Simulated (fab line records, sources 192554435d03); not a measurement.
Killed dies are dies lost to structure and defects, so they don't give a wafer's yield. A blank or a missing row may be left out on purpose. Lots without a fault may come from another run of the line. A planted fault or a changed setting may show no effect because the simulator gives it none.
Which tool did it? | flow n5_finfet | 24 lots, 72 wafers sampled, at 6 steps of a route of 1938

WHAT THE GAUGES READ, wafer by wafer
N5_ZERO_LAYER_INSPECT_20: inspects for defects (darkfield). Usual: raw_defect_count 39, standard deviation 17.
lot  | measured    | on                | raw_defect_count | flag
L074 | day 1 13:23 | defect_inspect-02 | 46 50 37         |
L075 | day 1 19:42 | defect_inspect-02 | 59 74 71         |
L076 | day 2 01:15 | defect_inspect-01 | 22 17 29         |
L077 | day 2 07:23 | defect_inspect-01 | 21 37 46         |
L078 | day 2 13:23 | defect_inspect-01 | 46 33 46         |
L079 | day 2 19:23 | defect_inspect-02 | 45 44 82         |
L080 | day 3 01:23 | defect_inspect-02 | 36 22 28         |
L081 | day 3 07:16 | defect_inspect-02 | 60 92 48         |
L082 | day 3 13:15 | defect_inspect-02 | 33 19 32         |
L083 | day 3 20:23 | defect_inspect-02 | 29 39 24         |
L084 | day 4 01:23 | defect_inspect-02 | 49 38 28         |
L085 | day 4 07:16 | defect_inspect-01 | 13 12 21         |
L086 | day 4 14:02 | defect_inspect-01 | 35 30 29         |
L087 | day 4 19:59 | defect_inspect-02 | 26 33 34         |
L088 | day 5 02:05 | defect_inspect-01 | 27 37 35         |
L089 | day 5 07:16 | defect_inspect-01 | 7 22 31          |
L090 | day 5 13:23 | defect_inspect-02 | 33 31 39         |
L091 | day 5 19:24 | defect_inspect-01 | 27 17 21         |
L092 | day 6 01:17 | defect_inspect-01 | 34 28 22         |
L093 | day 6 07:29 | defect_inspect-02 | 65 52 40         |
L094 | day 6 15:01 | defect_inspect-02 | 55 51 30         |
L095 | day 6 19:28 | defect_inspect-02 | 42 25 41         |
L096 | day 7 01:25 | defect_inspect-01 | 20 38 19         |
L097 | day 7 07:23 | defect_inspect-01 | 55 28 25         |

N5_FIN_SAQP_CD_MEAS_31: target cd 8 nm. Usual: cd_nm 8.12 nm, standard deviation 0.22.
lot  | measured    | on        | cd_nm (nm)     | flag
L074 | day 2 02:03 | cd_sem-01 | 8.11 8.39 8.40 |
L075 | day 2 08:25 | cd_sem-01 | 8.24 8.00 8.14 |
L076 | day 2 14:34 | cd_sem-02 | 8.13 8.06 8.09 |
L077 | day 2 19:45 | cd_sem-02 | 8.27 7.81 8.32 |
L078 | day 3 02:23 | cd_sem-03 | 8.26 8.32 7.99 |
L079 | day 3 07:36 | cd_sem-02 | 7.80 7.63 8.06 |
L080 | day 3 14:14 | cd_sem-02 | 8.07 7.95 8.12 |
L081 | day 3 20:52 | cd_sem-02 | 8.06 7.84 8.08 |
L082 | day 4 02:25 | cd_sem-03 | 8.17 8.08 7.75 |
L083 | day 4 08:12 | cd_sem-02 | 8.13 7.88 8.11 |
L084 | day 4 14:37 | cd_sem-01 | 8.07 8.14 7.65 |
L085 | day 4 19:44 | cd_sem-01 | 8.34 8.37 8.11 |
L086 | day 5 03:21 | cd_sem-02 | 8.32 8.15 8.03 |
L087 | day 5 09:44 | cd_sem-02 | 8.02 8.06 7.94 |
L088 | day 5 14:55 | cd_sem-03 | 8.58 8.18 8.22 |
L089 | day 5 20:44 | cd_sem-01 | 8.19 8.33 8.21 |
L090 | day 6 01:56 | cd_sem-01 | 8.00 8.06 8.37 |
L091 | day 6 08:08 | cd_sem-01 | 8.11 8.31 8.06 |
L092 | day 6 14:32 | cd_sem-03 | 7.81 7.94 8.15 |
L093 | day 6 22:10 | cd_sem-02 | 7.90 8.09 8.61 |
L094 | day 7 03:21 | cd_sem-02 | 7.99 8.28 8.51 |
L095 | day 7 08:21 | cd_sem-03 | 7.76 8.15 8.12 |
L096 | day 7 13:34 | cd_sem-02 | 8.48 8.15 8.08 |
L097 | day 7 19:58 | cd_sem-01 | 8.20 8.29 7.92 |

WHICH TOOL RAN EACH LOT (tool, then ch and the chambers of the sampled wafers, then the start)
lot  | N5_WELL_APT_RTA_34              | N5_PMOS_HMC_CHANNEL_EPI_DESCUM_14 | N5_FIN_SAQP_PECVD_06           | N5_FIN_SAQP_ETCH_67
L074 | rtp_anneal-01 ch 0, day 1 15:58 | rie_diel-03 ch 0,2,3, day 1 17:29 | pecvd-03 ch 0,1,2, day 1 21:56 | rie_diel-05 ch 0,1, day 2 01:17
L075 | rtp_anneal-01 ch 0, day 1 22:07 | rie_diel-04 ch 0,1,3, day 1 23:44 | pecvd-02 ch 0,2, day 2 03:14   | rie_diel-05 ch 0,1,3, day 2 07:38
L076 | rtp_anneal-02 ch 0, day 2 03:45 | rie_diel-04 ch 0,1, day 2 05:20   | pecvd-04 ch 0,1, day 2 10:11   | rie_diel-05 ch 0,1, day 2 13:47
L077 | rtp_anneal-01 ch 0, day 2 10:03 | rie_diel-02 ch 0,2, day 2 11:28   | pecvd-03 ch 0,1, day 2 15:00   | rie_diel-01 ch 1,3, day 2 18:43
L078 | rtp_anneal-01 ch 0, day 2 16:37 | rie_diel-03 ch 0,1, day 2 18:02   | pecvd-02 ch 0,1,2, day 2 21:32 | rie_diel-06 ch 0,1,2, day 3 01:05
L079 | rtp_anneal-01 ch 0, day 2 21:47 | rie_diel-02 ch 0,1,2, day 2 23:13 | pecvd-04 ch 0, day 3 02:53     | rie_diel-05 ch 0,2, day 3 06:39
L080 | rtp_anneal-02 ch 0, day 3 04:19 | rie_diel-02 ch 0,2, day 3 05:33   | pecvd-03 ch 0,1,2, day 3 09:02 | rie_diel-01 ch 0,3, day 3 12:32
L081 | rtp_anneal-01 ch 0, day 3 10:03 | rie_diel-04 ch 0,2,3, day 3 11:28 | pecvd-03 ch 0,1,2, day 3 15:10 | rie_diel-01 ch 0,2,3, day 3 19:55
L082 | rtp_anneal-02 ch 0, day 3 16:46 | rie_diel-04 ch 0,2,3, day 3 18:08 | pecvd-02 ch 0,1, day 3 22:10   | rie_diel-06 ch 2,3, day 4 01:38
L083 | rtp_anneal-01 ch 0, day 3 22:47 | rie_diel-03 ch 0,2, day 4 00:10   | pecvd-04 ch 0,1, day 4 04:04   | rie_diel-05 ch 1,2,3, day 4 07:26
L084 | rtp_anneal-01 ch 0, day 4 04:11 | rie_diel-02 ch 1,3, day 4 05:35   | pecvd-04 ch 1, day 4 09:31     | rie_diel-01 ch 1,2,3, day 4 13:19
L085 | rtp_anneal-01 ch 0, day 4 09:55 | rie_diel-03 ch 0,1,3, day 4 11:23 | pecvd-02 ch 0,2, day 4 15:23   | rie_diel-01 ch 1,2,3, day 4 18:52
L086 | rtp_anneal-02 ch 0, day 4 16:30 | rie_diel-02 ch 0,1,2, day 4 18:10 | pecvd-02 ch 0,1,2, day 4 22:17 | rie_diel-01 ch 0,1, day 5 02:10
L087 | rtp_anneal-01 ch 0, day 4 22:32 | rie_diel-03 ch 1,2,3, day 5 01:05 | pecvd-02 ch 0,1, day 5 04:55   | rie_diel-06 ch 0,3, day 5 08:53
L088 | rtp_anneal-01 ch 0, day 5 04:32 | rie_diel-03 ch 1,2, day 5 06:03   | pecvd-03 ch 0,2, day 5 10:38   | rie_diel-01 ch 0,1,2, day 5 14:05
L089 | rtp_anneal-01 ch 0, day 5 09:33 | rie_diel-03 ch 0,1,2, day 5 11:11 | pecvd-04 ch 0,1, day 5 16:33   | rie_diel-06 ch 0,1,2, day 5 19:58
L090 | rtp_anneal-01 ch 0, day 5 16:16 | rie_diel-04 ch 1,2,3, day 5 18:03 | pecvd-03 ch 0,1,2, day 5 21:49 | rie_diel-06 ch 1,2,3, day 6 01:10
L091 | rtp_anneal-01 ch 0, day 5 21:48 | rie_diel-03 ch 0,1,2, day 5 23:13 | pecvd-03 ch 0,1, day 6 03:46   | rie_diel-05 ch 0,1,2, day 6 07:07
L092 | rtp_anneal-02 ch 0, day 6 03:47 | rie_diel-03 ch 0,2, day 6 05:30   | pecvd-04 ch 0, day 6 09:05     | rie_diel-01 ch 1,2, day 6 13:30
L093 | rtp_anneal-01 ch 0, day 6 10:46 | rie_diel-04 ch 1,2,3, day 6 13:16 | pecvd-03 ch 0,1,2, day 6 17:40 | rie_diel-05 ch 1,2,3, day 6 21:08
L094 | rtp_anneal-02 ch 0, day 6 17:43 | rie_diel-03 ch 0,1,2, day 6 19:18 | pecvd-02 ch 0,1, day 6 23:05   | rie_diel-06 ch 1,2,3, day 7 02:34
L095 | rtp_anneal-02 ch 0, day 6 22:04 | rie_diel-04 ch 1,2, day 6 23:47   | pecvd-03 ch 0,1,2, day 7 03:19 | rie_diel-05 ch 0,1, day 7 07:21
L096 | rtp_anneal-02 ch 0, day 7 03:53 | rie_diel-02 ch 0,1,3, day 7 05:36 | pecvd-02 ch 1,2, day 7 09:05   | rie_diel-01 ch 1,2, day 7 12:48
L097 | rtp_anneal-01 ch 0, day 7 09:58 | rie_diel-04 ch 1,2,3, day 7 11:35 | pecvd-04 ch 0, day 7 15:30     | rie_diel-01 ch 1,2, day 7 18:52
- N5_WELL_APT_RTA_34: time 10 s.
- N5_PMOS_HMC_CHANNEL_EPI_DESCUM_14: chemistry O2, time 7.9 s.
- N5_FIN_SAQP_PECVD_06: deposits a-Si from SiH4/He, target thk 60 nm, time 48.1 s.
- N5_FIN_SAQP_ETCH_67: etches SiNx in CH3F/O2, target depth 30 nm.

WHAT THE TOOLS THEMSELVES READ (means of the sampled wafers that have a number; where no wafer has one, the mark that the record gives instead)
N5_WELL_APT_RTA_34. Usual: lamp_power_pct 13.01 %, standard deviation 0.056; lamp_zone_3_pct 12.998 %, standard deviation 0.027; lamp_zone_6_pct 12.917 %, standard deviation 0.027; wafer_temp_C_max 1003.5, standard deviation 1.1.
lot  | tool          | lamp_power_pct (%) | lamp_zone_3_pct (%) | lamp_zone_6_pct (%) | wafer_temp_C_max | flag
L074 | rtp_anneal-01 | 12.94              | 13.004              | 12.916              | 1004.9           |
L075 | rtp_anneal-01 | 13.00              | 13.002              | 12.907              | 1002.3           |
L076 | rtp_anneal-02 | 12.99              | 13.002              | 12.907              | 1003.9           |
L077 | rtp_anneal-01 | 13.06              | 13.013              | 12.892              | 1003.6           |
L078 | rtp_anneal-01 | 13.00              | 12.990              | 12.942              | 1003.8           |
L079 | rtp_anneal-01 | 13.02              | 12.991              | 12.918              | 1003.9           |
L080 | rtp_anneal-02 | 12.99              | 12.991              | 12.915              | 1003.6           |
L081 | rtp_anneal-01 | 13.03              | 13.012              | 12.895              | 1004.0           |
L082 | rtp_anneal-02 | 13.03              | 12.987              | 12.913              | 1002.8           |
L083 | rtp_anneal-01 | 12.93              | 13.006              | 12.917              | 1003.8           |
L084 | rtp_anneal-01 | 12.97              | 12.991              | 12.927              | 1004.6           |
L085 | rtp_anneal-01 | 13.07              | 12.974              | 12.925              | 1001.9           |
L086 | rtp_anneal-02 | 13.04              | 13.030              | 12.914              | 1003.7           |
L087 | rtp_anneal-01 | 12.99              | 12.975              | 12.918              | 1003.5           |
L088 | rtp_anneal-01 | 13.01              | 13.016              | 12.927              | 1004.0           |
L089 | rtp_anneal-01 | 13.02              | 13.007              | 12.903              | 1003.7           |
L090 | rtp_anneal-01 | 12.99              | 13.009              | 12.914              | 1005.1           |
L091 | rtp_anneal-01 | 13.02              | 13.010              | 12.906              | 1003.0           |
L092 | rtp_anneal-02 | 13.01              | 12.981              | 12.944              | 1003.4           |
L093 | rtp_anneal-01 | 13.00              | 13.002              | 12.895              | 1003.6           |
L094 | rtp_anneal-02 | 13.06              | 12.986              | 12.912              | 1003.8           |
L095 | rtp_anneal-02 | 12.98              | 13.001              | 12.913              | 1003.5           |
L096 | rtp_anneal-02 | 13.01              | 13.010              | 12.914              | 1003.2           |
L097 | rtp_anneal-01 | 13.01              | 13.021              | 12.928              | 1005.1           |

N5_PMOS_HMC_CHANNEL_EPI_DESCUM_14. Usual: bias_power_w 20.00 W, standard deviation 0.056; drypump_motor_current_A 5.7 A, standard deviation 0.55; oes_product_au 0.76 a.u., standard deviation 0.061; rf_vpp_V 243.3 V, standard deviation 1.3; showerhead_plenum_p_Torr 2.10 Torr, standard deviation 0.068; throttle_valve_pct 20.4 %, standard deviation 0.36.
lot  | tool        | bias_power_w (W) | drypump_motor_current_A (A) | oes_product_au (a.u.) | rf_vpp_V (V) | showerhead_plenum_p_Torr (Torr) | throttle_valve_pct (%) | flag
L074 | rie_diel-03 | 19.97            | 5.5                         | 0.78                  | 243.3        | 2.11                            | 20.5                   |
L075 | rie_diel-04 | 19.96            | 5.8                         | 0.81                  | 241.6        | 2.01                            | 20.2                   |
L076 | rie_diel-04 | 20.05            | 5.7                         | 0.81                  | 241.5        | 1.97                            | 20.2                   |
L077 | rie_diel-02 | 20.01            | 5.4                         | 0.72                  | 244.7        | 2.18                            | 20.9                   |
L078 | rie_diel-03 | 20.03            | 5.5                         | 0.73                  | 243.0        | 2.11                            | 20.5                   |
L079 | rie_diel-02 | 19.96            | 5.7                         | 0.72                  | 244.2        | 2.18                            | 20.8                   |
L080 | rie_diel-02 | 20.00            | 5.4                         | 0.72                  | 244.9        | 2.18                            | 20.9                   |
L081 | rie_diel-04 | 19.98            | 5.7                         | 0.77                  | 243.0        | 2.04                            | 20.2                   |
L082 | rie_diel-04 | 20.04            | 5.7                         | 0.76                  | 242.2        | 2.04                            | 20.2                   |
L083 | rie_diel-03 | 19.96            | 5.3                         | 0.73                  | 243.1        | 2.09                            | 20.7                   |
L084 | rie_diel-02 | 19.99            | 6.6                         | 0.80                  | 244.3        | 2.14                            | 20.4                   |
L085 | rie_diel-03 | 19.98            | 5.7                         | 0.75                  | 244.0        | 2.12                            | 20.3                   |
L086 | rie_diel-02 | 19.99            | 5.6                         | 0.71                  | 244.2        | 2.17                            | 20.8                   |
L087 | rie_diel-03 | 20.03            | 5.9                         | 0.76                  | 243.7        | 2.13                            | 20.3                   |
L088 | rie_diel-03 | 20.07            | 6.1                         | 0.73                  | 244.8        | 2.14                            | 20.3                   |
L089 | rie_diel-03 | 19.98            | 5.7                         | 0.72                  | 243.6        | 2.11                            | 20.5                   |
L090 | rie_diel-04 | 19.98            | 5.6                         | 0.79                  | 242.7        | 2.07                            | 20.1                   |
L091 | rie_diel-03 | 19.96            | 5.7                         | 0.72                  | 243.0        | 2.11                            | 20.6                   |
L092 | rie_diel-03 | 19.95            | 5.4                         | 0.73                  | 243.0        | 2.09                            | 20.8                   |
L093 | rie_diel-04 | 19.99            | 5.6                         | 0.79                  | 243.0        | 2.07                            | 20.1                   |
L094 | rie_diel-03 | 20.05            | 5.7                         | 0.71                  | 244.3        | 2.11                            | 20.6                   |
L095 | rie_diel-04 | 20.04            | 5.3                         | 0.82                  | 242.5        | 2.06                            | 20.0                   |
L096 | rie_diel-02 | 20.03            | 6.3                         | 0.76                  | 243.4        | 2.13                            | 20.5                   |
L097 | rie_diel-04 | 19.99            | 5.5                         | 0.77                  | 242.8        | 2.06                            | 20.1                   |

N5_FIN_SAQP_PECVD_06. Usual: chamber_pressure_Torr 3.000 Torr, standard deviation 0.0063; heater_power_w 815 W, standard deviation 63; showerhead_plenum_p_Torr 5.67 Torr, standard deviation 0.04; throttle_valve_pct 18.2 %, standard deviation 0.78.
lot  | tool     | chamber_pressure_Torr (Torr) | heater_power_w (W) | showerhead_plenum_p_Torr (Torr) | throttle_valve_pct (%) | flag
L074 | pecvd-03 | 3.002                        | 817                | 5.70                            | 18.4                   |
L075 | pecvd-02 | 3.001                        | 694                | 5.67                            | 19.2                   |
L076 | pecvd-04 | 3.003                        | 861                | 5.68                            | 17.4                   |
L077 | pecvd-03 | 2.999                        | 831                | 5.70                            | 18.1                   |
L078 | pecvd-02 | 2.998                        | 826                | 5.66                            | 18.4                   |
L079 | pecvd-04 | 3.000                        | 912                | 5.72                            | 17.5                   |
L080 | pecvd-03 | 3.000                        | 813                | 5.70                            | 18.5                   |
L081 | pecvd-03 | 2.999                        | 834                | 5.70                            | 18.4                   |
L082 | pecvd-02 | 2.995                        | 833                | 5.65                            | 18.3                   |
L083 | pecvd-04 | 2.998                        | 806                | 5.64                            | 17.4                   |
L084 | pecvd-04 | 2.999                        | 851                | 5.60                            | 17.4                   |
L085 | pecvd-02 | 2.997                        | 732                | 5.65                            | 18.6                   |
L086 | pecvd-02 | 2.996                        | 759                | 5.66                            | 18.4                   |
L087 | pecvd-02 | 3.007                        | 743                | 5.68                            | 19.0                   |
L088 | pecvd-03 | 3.000                        | 790                | 5.70                            | 18.4                   |
L089 | pecvd-04 | 3.002                        | 843                | 5.65                            | 17.4                   |
L090 | pecvd-03 | 2.996                        | 814                | 5.70                            | 18.6                   |
L091 | pecvd-03 | 3.000                        | 881                | 5.70                            | 18.5                   |
L092 | pecvd-04 | 3.000                        | 884                | 5.72                            | 17.8                   |
L093 | pecvd-03 | 3.001                        | 791                | 5.69                            | 18.6                   |
L094 | pecvd-02 | 3.001                        | 755                | 5.68                            | 18.8                   |
L095 | pecvd-03 | 2.996                        | 789                | 5.69                            | 18.4                   |
L096 | pecvd-02 | 2.995                        | 844                | 5.63                            | 17.9                   |
L097 | pecvd-04 | 3.005                        | 850                | 5.71                            | 17.8                   |

N5_FIN_SAQP_ETCH_67. Usual: drypump_motor_current_A 5.8 A, standard deviation 0.58; oes_product_au 0.76 a.u., standard deviation 0.072; rf_vpp_V 296 V, standard deviation 4.6; showerhead_plenum_p_Torr 1.98 Torr, standard deviation 0.055; throttle_valve_pct 16.33 %, standard deviation 0.14.
lot  | tool        | drypump_motor_current_A (A) | oes_product_au (a.u.) | rf_vpp_V (V) | showerhead_plenum_p_Torr (Torr) | throttle_valve_pct (%) | flag
L074 | rie_diel-05 | 5.5                         | 0.80                  | 300          | 2.03                            | 16.28                  |
L075 | rie_diel-05 | 6.0                         | 0.81                  | 295          | 1.98                            | 16.34                  |
L076 | rie_diel-05 | 5.8                         | 0.87                  | 299          | 2.00                            | 16.31                  |
L077 | rie_diel-01 | 5.5                         | 0.75                  | 296          | 2.01                            | 16.43                  |
L078 | rie_diel-06 | 5.8                         | 0.78                  | 295          | 1.98                            | 16.24                  |
L079 | rie_diel-05 | 5.4                         | 0.75                  | 301          | 2.05                            | 16.30                  |
L080 | rie_diel-01 | 6.1                         | 0.71                  | 293          | 1.95                            | 16.26                  |
L081 | rie_diel-01 | 6.3                         | 0.74                  | 295          | 1.98                            | 16.26                  |
L082 | rie_diel-06 | 5.0                         | 0.83                  | 294          | 1.94                            | 16.11                  |
L083 | rie_diel-05 | 6.1                         | 0.81                  | 294          | 1.97                            | 16.37                  |
L084 | rie_diel-01 | 6.0                         | 0.75                  | 298          | 2.01                            | 16.37                  |
L085 | rie_diel-01 | 5.9                         | 0.75                  | 297          | 2.01                            | 16.36                  |
L086 | rie_diel-01 | 5.6                         | 0.73                  | 297          | 1.96                            | 16.42                  |
L087 | rie_diel-06 | 5.3                         | 0.79                  | 289          | 1.93                            | 16.31                  |
L088 | rie_diel-01 | 6.1                         | 0.74                  | 296          | 1.96                            | 16.33                  |
L089 | rie_diel-06 | 5.8                         | 0.76                  | 295          | 1.97                            | 16.28                  |
L090 | rie_diel-06 | 5.3                         | 0.78                  | 296          | 1.97                            | 16.19                  |
L091 | rie_diel-05 | 5.6                         | 0.78                  | 299          | 2.01                            | 16.36                  |
L092 | rie_diel-01 | 6.2                         | 0.76                  | 299          | 1.99                            | 16.33                  |
L093 | rie_diel-05 | 6.1                         | 0.79                  | 294          | 1.96                            | 16.41                  |
L094 | rie_diel-06 | 5.3                         | 0.76                  | 295          | 1.97                            | 16.20                  |
L095 | rie_diel-05 | 5.8                         | 0.80                  | 298          | 1.98                            | 16.37                  |
L096 | rie_diel-01 | 5.8                         | 0.75                  | 300          | 1.98                            | 16.45                  |
L097 | rie_diel-01 | 5.8                         | 0.75                  | 299          | 1.98                            | 16.45                  |

THE ANSWER, worked out from the rows above alone
Rule: a lot is off if the mean of its wafers that have a number lies more than 3 standard deviations from the usual mean. A lot without any number at a reading at which 4 lots or more have one is off too. The other lots that the step has rows for count as sound. The gauges are gone through in route order, then the tools' own readings, and for those a lot's mean is taken as printed above. The first step at which some lot is off is used, and at that step the reading that is off furthest; a lot without a number counts as furthest.
No lot is off at any reading shown: from this, nothing can be told.

WHAT THE SIMULATOR HAD PUT IN
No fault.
